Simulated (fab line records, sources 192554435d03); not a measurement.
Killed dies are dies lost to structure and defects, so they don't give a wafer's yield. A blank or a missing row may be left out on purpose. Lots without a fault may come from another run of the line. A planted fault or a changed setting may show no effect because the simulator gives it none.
A struck lot beside a sound one | flow n5_finfet | 16 steps out of a route of 1938
Sound: wafers L645.4, L645.5, L645.6. Struck: wafer L653.4. (L653.1, L653.5 of the same lot were not struck and are left out.) The cause comes at the end.
At each step with rows: each side's tool, then ch and its chambers, then its first start. Under that, the readings that differ: sound wafers | struck wafers | difference of the means | sigmas: that difference in standard deviations of wafers without a fault.
alike: readings whose means differ by less than 2 such deviations, and words and numbers that are the same on both sides. not compared: withheld readings, readings that some wafer has no value for, bounds like >300 that may hide the same value, and numbers for which the record gives no deviation and whose values overlap.
The two part at a step that has a row with sigmas, a row that says differs or no value, or rows on one side only. Numbers that don't overlap but have no deviation are shown without sigmas and don't part them. A reading that every wafer of one side lacks parts them only if that side has two wafers or more.

N5_BEOL_M1_STRIP_36: strips in N2/H2.
  sound on rie_diel-01 ch 0,1,2, day 8 02:38; struck on rie_diel-02 ch 2, day 10 01:13
  reading                     | sound       | struck | difference | sigmas
  drypump_motor_current_A (A) | 6.0 6.1 6.5 | 5.0    | -1.2       | -3
  alike: oes_product_au, rf_vpp_V, showerhead_plenum_p_Torr, throttle_valve_pct
  not compared: rf_hours_counter_h
N5_BEOL_M1_TRENCH_ETCH_37: etches SiOC in C4F6/O2, target depth 55.207 nm, time 29 s.
  sound on rie_diel-01 ch 0,1,2; struck on rie_diel-02 ch 2
  reading                     | sound       | struck | difference | sigmas
  drypump_motor_current_A (A) | 6.0 6.0 6.5 | 5.0    | -1.2       | -2
  alike: oes_product_au, rf_vpp_V, showerhead_plenum_p_Torr, throttle_valve_pct
  not compared: rf_hours_counter_h
N5_BEOL_M1_ETCH_41: etches SiCN in CH3F/O2, target depth 31.9 nm, time 57.8 s.
  sound on rie_diel-01 ch 0,1,2; struck on rie_diel-02 ch 2
  reading                     | sound       | struck | difference | sigmas
  drypump_motor_current_A (A) | 6.0 6.0 6.5 | 4.9    | -1.3       | -3
  alike: CH3F_flow_sccm, oes_product_au, rf_vpp_V, showerhead_plenum_p_Torr, throttle_valve_pct
  not compared: rf_hours_counter_h
N5_BEOL_M1_STRIP_97: strips in N2/H2, time 10 s.
  sound on rie_diel-01 ch 0,1,2; struck on rie_diel-02 ch 2
  reading                     | sound       | struck | difference | sigmas
  drypump_motor_current_A (A) | 6.0 6.1 6.5 | 4.9    | -1.3       | -3
  alike: oes_product_au, rf_vpp_V, showerhead_plenum_p_Torr, throttle_valve_pct
  not compared: rf_hours_counter_h
N5_BEOL_M1_OCD_MEAS_38:
  sound on ocd-01, day 8 02:50; struck on ocd-02, day 10 01:24
  alike: trench_depth_nm
then, 4 steps without rows for these wafers: N5_BEOL_M1_HM_STRIP_39 (strips TiN in peroxide tin strip, target depth 25 nm, time 158 s); N5_BEOL_M1_SRD_40 (time 30 s); N5_BEOL_M1_PRECLEAN_42 (cleans in residue remover, time 60 s); N5_BEOL_M1_SRD_43 (time 30 s).
N5_BEOL_M1_CD_MEAS_35: target cd 18 nm, target cd y 21 nm.
  sound on cd_sem-03, day 8 02:59; struck on cd_sem-02, day 10 01:34
  alike: cd_nm
N5_BEOL_M1_DEGAS_44: time 60 s.
  sound on pvd_sputter-02, day 8 03:29; struck on pvd_sputter-01, day 10 02:59
  alike: heater_power_w
then, 1 step without rows for these wafers: N5_BEOL_M1_PRE_CLEAN_45 (time 30 s).
N5_BEOL_M1_ALD_84: deposits TaN, pulse time 2 s, purge time 3 s, co reactant purge time 2 s.
  sound on ald_metal-02 ch 0,1,3, day 8 03:36; struck on ald_metal-02 ch 2, day 10 03:05
  reading    | sound    | struck | difference | sigmas
  ald_cycles | 30 30 30 | 28     | -2         |
  alike: heater_power_w
then, 1 step without rows for these wafers: N5_BEOL_M1_SURFACE_TREAT_85.
N5_BEOL_M4_RC_MEAS_101:
  sound on prober-02 ch 0, day 9 17:32; struck on prober-01 ch 0, day 12 00:52
  alike: DIBL_N, DIBL_P, IOFF_N, IOFF_P, ION_N, ION_P, SS_N, SS_P, VT_N, VT_P
-- the record jumps here: 5 days lie between the struck wafers' starts before and after (it left off in module BEOL_M4 and takes up again in module PASSIVATION, whose first step shown is number 1936 of the route) --
N5_PASSIVATION_PROBE_49:
  sound on prober-01, day 13 21:26; struck on prober-02, day 17 01:53
  alike: defect_limited_yield, killed_at_M0_to_M3, killed_at_M4_up, killed_at_contacts, killed_at_front_end, killed_at_other, killed_dies, killed_on_rim, killed_open, killed_short, sort_bin_5_function, sort_bin_6_memory, sort_n_pass, sort_yield_pct

WHERE THEY PART
First at N5_BEOL_M1_STRIP_36; last, within this record, at N5_BEOL_M1_STRIP_97. Later steps at which nothing parts them and some readings are alike: N5_BEOL_M1_OCD_MEAS_38, N5_BEOL_M1_CD_MEAS_35, N5_BEOL_M1_DEGAS_44, N5_BEOL_M1_ALD_84, N5_BEOL_M4_RC_MEAS_101, N5_PASSIVATION_PROBE_49.

WHY: what the simulator had put in
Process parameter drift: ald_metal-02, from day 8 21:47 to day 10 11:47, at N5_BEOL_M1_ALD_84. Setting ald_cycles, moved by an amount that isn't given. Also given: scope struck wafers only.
